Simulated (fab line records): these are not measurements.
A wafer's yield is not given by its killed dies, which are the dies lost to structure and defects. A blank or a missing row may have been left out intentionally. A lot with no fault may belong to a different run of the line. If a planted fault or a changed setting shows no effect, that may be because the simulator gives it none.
The tool behind it: which one? + flow n5-finfet + 10 lots with 29 wafers sampled at 7 steps, on a route of 1938 steps

== WHAT THE GAUGES READ, wafer by wafer ==
N5_BEOL_M1_RS_MEAS_58: a four-point-probe measurement.
| lot  | measured     | on            | M1_RS (ohm/sq) |
|------|--------------|---------------|----------------|
| L613 | day 7 06:08  | film-metro-02 | 0.67 0.66 0.65 |
| L612 | day 7 08:04  | film-metro-02 | 0.72 0.65 0.65 |
| L617 | day 8 01:02  | film-metro-01 | 0.67 0.63 0.62 |
| L619 | day 8 04:17  | film-metro-01 | 0.71 0.68 0.68 |
| L622 | day 9 01:13  | film-metro-01 | 0.62 0.62 0.60 |
| L623 | day 9 09:24  | film-metro-02 | 0.72 0.65      |
| L624 | day 9 18:27  | film-metro-02 | 0.68 0.67 0.64 |
| L625 | day 10 23:37 | film-metro-02 | 0.62 0.69 0.66 |
| L634 | day 12 08:29 | film-metro-02 | 0.72 0.69 0.64 |
| L635 | day 12 15:13 | film-metro-01 | 0.66 0.66 0.64 |

N5_BEOL_M1_INSPECT_59: inspects for defects (darkfield).
| lot  | measured     | on                | raw-defect-count |
|------|--------------|-------------------|------------------|
| L613 | day 7 06:10  | defect-inspect-01 | 136 60 34        |
| L612 | day 7 08:06  | defect-inspect-02 | 49 67 97         |
| L617 | day 8 01:04  | defect-inspect-01 | 56 60 65         |
| L619 | day 8 04:19  | defect-inspect-01 | 91 151 89        |
| L622 | day 9 01:14  | defect-inspect-01 | 612 568 586      |
| L623 | day 9 09:26  | defect-inspect-01 | 70 88            |
| L624 | day 9 18:28  | defect-inspect-02 | 587 645 577      |
| L625 | day 10 23:38 | defect-inspect-02 | 57 27 57         |
| L634 | day 12 08:31 | defect-inspect-02 | 79 84 76         |
| L635 | day 12 15:14 | defect-inspect-01 | 51 152 103       |

N5_BEOL_M2_INSPECT_13: inspects for defects (brightfield).
| lot  | measured     | on                | raw-defect-count |
|------|--------------|-------------------|------------------|
| L613 | day 7 09:05  | defect-inspect-01 | 660 354 248      |
| L612 | day 7 09:23  | defect-inspect-02 | 331 458 500      |
| L617 | day 8 01:55  | defect-inspect-01 | 364 400 436      |
| L619 | day 8 05:16  | defect-inspect-01 | 438 466 423      |
| L622 | day 9 05:42  | defect-inspect-01 | 1051 993 1071    |
| L623 | day 9 12:23  | defect-inspect-01 | 467 442          |
| L624 | day 9 19:39  | defect-inspect-02 | 895 946 837      |
| L625 | day 11 00:52 | defect-inspect-01 | 426 635 580      |
| L634 | day 12 11:26 | defect-inspect-01 | 476 434 460      |
| L635 | day 12 17:58 | defect-inspect-02 | 309 476 342      |

N5_BEOL_M4_RC_MEAS_101.
| lot  | measured     | on        | DIBL_N (mV/V)  | DIBL_P (mV/V)  | IOFF_N (nA/um) | IOFF_P (nA/um) | ION_N (uA/um) | ION_P (uA/um) | SS_N (mV/dec)  | SS_P (mV/dec)  | VT_N (mV)   | VT_P (mV)      |
|------|--------------|-----------|----------------|----------------|----------------|----------------|---------------|---------------|----------------|----------------|-------------|----------------|
| L613 | day 8 17:21  | prober-02 | 37.6 40.3 36.1 | 37.9 40.5 35.1 | 0.16 0.23 0.15 | 0.23 0.27 0.18 | 671 691 666   | 455 471 453   | 71.6 71.8 70.9 | 73.9 75.4 73.0 | 248 243 251 | -250 -247 -253 |
| L612 | day 8 17:50  | prober-01 | 37.7 36.6 37.5 | 37.9 37.3 37.5 | 0.21 0.18 0.19 | 0.25 0.23 0.23 | 689 679 683   | 467 465 461   | 72.5 71.9 72.7 | 74.7 74.8 73.5 | 244 248 246 | -249 -250 -251 |
| L617 | day 9 17:25  | prober-02 | 38.1 35.4 39.0 | 38.5 33.8 39.9 | 0.20 0.14 0.22 | 0.25 0.18 0.28 | 687 670 688   | 464 456 473   | 71.9 71.4 72.3 | 73.6 72.7 74.6 | 246 251 245 | -249 -252 -248 |
| L619 | day 10 22:04 | prober-02 | 34.9 35.3 34.3 | 34.9 33.9 33.7 | 0.15 0.15 0.14 | 0.20 0.19 0.19 | 681 666 667   | 470 458 469   | 71.3 71.8 71.0 | 73.2 72.7 72.7 | 247 249 250 | -250 -248 -253 |
| L622 | day 11 14:27 | prober-02 | 34.8 35.9 38.4 | 36.8 37.5 41.5 | 0.14 0.16 0.22 | 0.22 0.22 0.30 | 680 672 706   | 472 464 483   | 71.0 72.0 72.2 | 72.4 72.7 73.6 | 249 249 243 | -247 -249 -243 |
| L623 | day 12 10:33 | prober-02 | 35.0 35.8      | 34.6 35.2      | 0.12 0.13      | 0.17 0.18      | 667 664       | 456 452       | 71.5 71.1      | 72.6 72.2      | 256 254     | -254 -252      |
| L624 | day 12 12:31 | prober-01 | 38.7 37.4 39.8 | 36.9 35.4 39.0 | 0.17 0.15 0.20 | 0.20 0.18 0.24 | 686 657 690   | 460 455 466   | 71.9 71.2 72.5 | 73.5 73.8 74.3 | 248 254 249 | -252 -254 -252 |
| L625 | day 13 01:29 | prober-01 | 37.5 38.6 37.2 | 36.2 39.0 37.2 | 0.16 0.19 0.16 | 0.18 0.22 0.19 | 668 682 672   | 446 451 452   | 72.7 71.7 72.5 | 73.4 73.4 73.2 | 253 247 254 | -259 -252 -253 |
| L634 | day 14 21:52 | prober-01 | 33.3 37.5 36.8 | 33.5 38.2 36.7 | 0.13 0.19 0.18 | 0.15 0.21 0.20 | 663 677 680   | 460 459 460   | 71.1 72.0 71.3 | 72.2 73.9 73.4 | 250 248 244 | -253 -250 -252 |
| L635 | day 15 11:43 | prober-01 | 36.4 34.1 34.1 | 35.3 32.6 32.6 | 0.16 0.13 0.13 | 0.21 0.17 0.18 | 669 673 676   | 459 464 466   | 71.8 71.4 71.1 | 73.7 72.4 73.0 | 250 253 251 | -250 -253 -252 |

== EACH LOT AND THE TOOL THAT RAN IT (in order: tool; ch and the chambers of the sampled wafers; start) ==
| lot  | N5_BEOL_M1_ANNEAL_91         | N5_BEOL_M1_PRE_CLEAN_56         | N5_BEOL_M2_PECVD_72            |
|------|------------------------------|---------------------------------|--------------------------------|
| L613 | pvd-sputter-03, day 7 04:31  | pecvd-04 ch 0,1,2, day 7 06:03  | pecvd-03 ch 1,2, day 7 06:19   |
| L612 | pvd-sputter-01, day 7 06:26  | pecvd-04 ch 0,1, day 7 07:59    | pecvd-01 ch 1,2, day 7 08:14   |
| L617 | pvd-sputter-03, day 7 23:25  | pecvd-04 ch 1,2, day 8 00:57    | pecvd-02 ch 0,1,2, day 8 01:12 |
| L619 | pvd-sputter-02, day 8 02:40  | pecvd-04 ch 1,2, day 8 04:12    | pecvd-02 ch 0,2, day 8 04:28   |
| L622 | pvd-sputter-01, day 8 23:27  | pecvd-04 ch 0,1,2, day 9 01:07  | pecvd-02 ch 0,2, day 9 01:23   |
| L623 | pvd-sputter-01, day 9 07:44  | pecvd-02 ch 1,2, day 9 09:19    | pecvd-02 ch 1, day 9 09:34     |
| L624 | pvd-sputter-01, day 9 16:49  | pecvd-04 ch 0,1, day 9 18:21    | pecvd-03 ch 0,2, day 9 18:38   |
| L625 | pvd-sputter-03, day 10 21:59 | pecvd-03 ch 0,1, day 10 23:31   | pecvd-03 ch 0,2, day 10 23:47  |
| L634 | pvd-sputter-01, day 12 06:10 | pecvd-02 ch 0,1, day 12 08:23   | pecvd-01 ch 0,1, day 12 08:39  |
| L635 | pvd-sputter-02, day 12 13:35 | pecvd-02 ch 0,1,2, day 12 15:08 | pecvd-01 ch 0,1, day 12 15:24  |
- N5_BEOL_M1_ANNEAL_91: time 240 s.
- N5_BEOL_M1_PRE_CLEAN_56: time 15 s.
- N5_BEOL_M2_PECVD_72: deposits SiO2 from TEOS/O2, target thk 16 nm, time 18 s.

== WHAT THE TOOLS THEMSELVES READ (means of the sampled wafers that have a number; where no wafer has one, the mark that the record gives instead) ==
N5_BEOL_M1_ANNEAL_91.
| lot  | tool           | heater-power-w (W) | susceptor-temp-C (C) | susceptor_temp_C_max |
|------|----------------|--------------------|----------------------|----------------------|
| L613 | pvd-sputter-03 | 835                | 400.21               | 401.2                |
| L612 | pvd-sputter-01 | 741                | 400.10               | 401.0                |
| L617 | pvd-sputter-03 | 797                | 400.13               | 401.1                |
| L619 | pvd-sputter-02 | 824                | 399.91               | 401.2                |
| L622 | pvd-sputter-01 | 768                | 399.97               | 400.9                |
| L623 | pvd-sputter-01 | 813                | 399.81               | 401.0                |
| L624 | pvd-sputter-01 | 753                | 399.90               | 400.6                |
| L625 | pvd-sputter-03 | 816                | 399.82               | 400.9                |
| L634 | pvd-sputter-01 | 775                | 400.11               | 400.9                |
| L635 | pvd-sputter-02 | 842                | 399.83               | 400.8                |

N5_BEOL_M2_PECVD_72.
| lot  | tool     | heater-power-outer-w (W) | heater-power-w (W) | showerhead-plenum-p-Torr (Torr) | susceptor-temp-C (C) | throttle-valve-pct (%) |
|------|----------|--------------------------|--------------------|---------------------------------|----------------------|------------------------|
| L613 | pecvd-03 | 494                      | 860                | 8.72                            | 400.24               | 21.9                   |
| L612 | pecvd-01 | 400                      | 661                | 8.72                            | 399.85               | 22.0                   |
| L617 | pecvd-02 | 477                      | 794                | 8.79                            | 399.94               | 21.7                   |
| L619 | pecvd-02 | 471                      | 804                | 8.81                            | 399.96               | 21.6                   |
| L622 | pecvd-02 | 457                      | 798                | 8.78                            | 399.97               | 22.0                   |
| L623 | pecvd-02 | 421                      | 696                | 8.77                            | 399.89               | 21.8                   |
| L624 | pecvd-03 | 409                      | 709                | 8.65                            | 399.92               | 21.6                   |
| L625 | pecvd-03 | 438                      | 707                | 8.69                            | 399.86               | 21.7                   |
| L634 | pecvd-01 | 425                      | 732                | 8.77                            | 400.00               | 22.0                   |
| L635 | pecvd-01 | 450                      | 755                | 8.83                            | 400.11               | 21.3                   |

== THE ANSWER, worked out from the rows above alone ==
Rule: the lots themselves supply what counts as usual. The widest of any qualifying gaps counts: lots, ordered by their means at a reading, are off when they make up no more than a third of the lots, leave a main group of 4 or more, and stand apart from it by 3 or more times the standard deviation of that group's means. If all means in a main group match to the digits the tables above print for the reading, that group is not used. Also off: a lot with no number at a reading for which 4 or more lots have one. Any other lot the step has rows for is counted as sound. The gauges are gone through in route order, then the tools' own readings, and for those a lot's mean is taken as printed above. At the first step where some lot is off, the reading lying furthest off is the one used; lots without a number count as furthest.
Off: L622, L624 (N5_BEOL_M1_INSPECT_59, raw-defect-count). For the main group the mean is 78 and the standard deviation 19.
A tool fits if, at a process step before that reading, it ran every lot that is off, and no sound lot after the first of them. Gauges at N5_BEOL_M1_INSPECT_59: tried the same way as those tools. One candidate fits, namely pecvd-04 at N5_BEOL_M1_PRE_CLEAN_56. Its last sound lot is L619 (day 8 04:12), its first lot that is off L622 (day 9 01:07): a fault that began between those two fits.

== WHAT THE SIMULATOR HAD INSERTED ==
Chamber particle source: pecvd-04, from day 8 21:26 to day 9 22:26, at N5_BEOL_M1_PRE_CLEAN_56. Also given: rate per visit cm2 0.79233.
Lots struck among those shown: L622, L624. The rule above reached the same finding.
